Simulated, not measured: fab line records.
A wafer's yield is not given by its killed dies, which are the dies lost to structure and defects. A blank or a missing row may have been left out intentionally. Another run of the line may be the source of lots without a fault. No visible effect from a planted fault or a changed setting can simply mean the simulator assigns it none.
Chamber matching -- flow nand_harc -- NHARC_THIN_TSV_ETCH_44 on rie_diel-13: 4 sister chambers
The step etches the open film in CF4/O2, target depth 1594.2 nm, time 797.1 s. 4 wafers are shown with their chamber, then 7 later ones without.

== EACH WAFER AND ITS CHAMBER ==
wafer,chamber,drypump_motor_current_A (A)
L195.1,0,6.0
L199.6,1,6.1
L208.1,2,5.1
L208.4,3,6.0

== WAFERS MISSING THEIR CHAMBER ==
wafer,drypump_motor_current_A (A)
L208.5,6.0
L210.2,5.9
L210.3,6.1
L210.6,5.9
L212.3,6.0
L212.4,5.1
L212.6,5.9

== CHAMBER TAKEN BY EACH ==
wafer,from the rows above,in truth
L208.5,can't be placed: 0 or 3 or 1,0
L210.2,can't be placed: 0 or 3 or 1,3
L210.3,can't be placed: 1 or 0 or 3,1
L210.6,can't be placed: 0 or 3 or 1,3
L212.3,can't be placed: 0 or 3 or 1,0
L212.4,2,2
L212.6,can't be placed: 0 or 3 or 1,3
Correct placement for 1 of the 7. Not placeable from these rows: 6 (in 6, the candidates include the true chamber). Number placed wrongly: 0.
How it was worked out, from the rows above alone: a wafer's distance from a chamber is the root of the sum, over the readings, of the square of ((its reading less the chamber's mean) divided by the reading's scatter). The wafer belongs to the nearest chamber; if the next one is less than 2 further off, it can't be placed. For every chamber, the mean is computed from those of its wafers that are shown. The scatter (one wafer shown for each chamber): square how far every hidden wafer sits from the nearest shown wafer, average those squares and take the square root.
